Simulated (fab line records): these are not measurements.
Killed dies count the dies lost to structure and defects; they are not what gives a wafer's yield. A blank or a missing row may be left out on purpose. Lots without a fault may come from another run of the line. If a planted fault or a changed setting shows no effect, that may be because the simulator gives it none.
The same fault as seen by 2 desks	flow n5_finfet	each desk has only its own numbers; what lay behind them comes last

== FOR THE TOOL OWNER'S DESK: pecvd-04 ==
The tool's own readings at N5_BEOL_M6_ILD_DEP_00 (deposits SiCOH lowk from DEMS/porogen, target thk 179.75 nm, time 33.4 s): means of the sampled wafers that have a number, for each lot that ran on this tool. If a lot's mean is further than 4 standard deviations from the usual mean, the lot is out of limits and carries the mark OUT (the distance appears in the brackets).
Columns: A = heater_power_outer_w at N5_BEOL_M6_ILD_DEP_00, usual 167 W; B = heater_power_w at N5_BEOL_M6_ILD_DEP_00, usual 342 W; C = showerhead_plenum_p_Torr at N5_BEOL_M6_ILD_DEP_00, usual 5.741 Torr; D = throttle_valve_pct at N5_BEOL_M6_ILD_DEP_00, usual 14.5 %
lot	first seen here	A	B	C	D
L266	day 10 18:18	139	307	5.760	15.1
L265	day 11 02:32	152	323	5.764	15.2
L271	day 12 02:12	155	337	5.760	15.6
L278	day 14 23:24	138	310	5.730	15.8
L280	day 15 02:19	142	314	5.734	15.9
Finding of this desk: none of the 5 lots has anything out of limits.

== METROLOGY DESK ==
Means of the sampled wafers that have a number, per lot and without regard to the tool the lot ran on: this is what the gauges read. If a lot's mean is further than 4 standard deviations from the usual mean, the lot is out of limits and carries the mark OUT (the distance appears in the brackets).
Columns: A = M6_ILD_THK at N5_BEOL_M6_THK_MEAS_01, usual 155.9 nm; B = M6_OVL at N5_BEOL_M6_OVL_MEAS_12, usual -0.2 nm
lot	first seen here	A	B
L263	day 10 18:15	156.3	0.1
L266	day 10 18:53	153.0	-0.4
L264	day 11 00:01	158.9	-0.6
L265	day 11 03:08	154.2	0.0
L267	day 11 13:42	152.0	-0.3
L270	day 12 00:22	157.0	0.7
L271	day 12 02:46	155.2	-0.6
L273	day 13 02:16	158.2	-0.0
L278	day 14 23:58	159.9	0.8
L280	day 15 02:55	159.9	0.1
L285	day 16 03:56	161.3	-1.2
Finding of this desk: none of the 11 lots has anything out of limits.

== ALL TOGETHER ==
Nothing out of limits was seen by the tool owner's desk.
Nothing out of limits was seen by the metrology desk.

== WHAT HAD BEEN PUT IN BY THE SIMULATOR ==
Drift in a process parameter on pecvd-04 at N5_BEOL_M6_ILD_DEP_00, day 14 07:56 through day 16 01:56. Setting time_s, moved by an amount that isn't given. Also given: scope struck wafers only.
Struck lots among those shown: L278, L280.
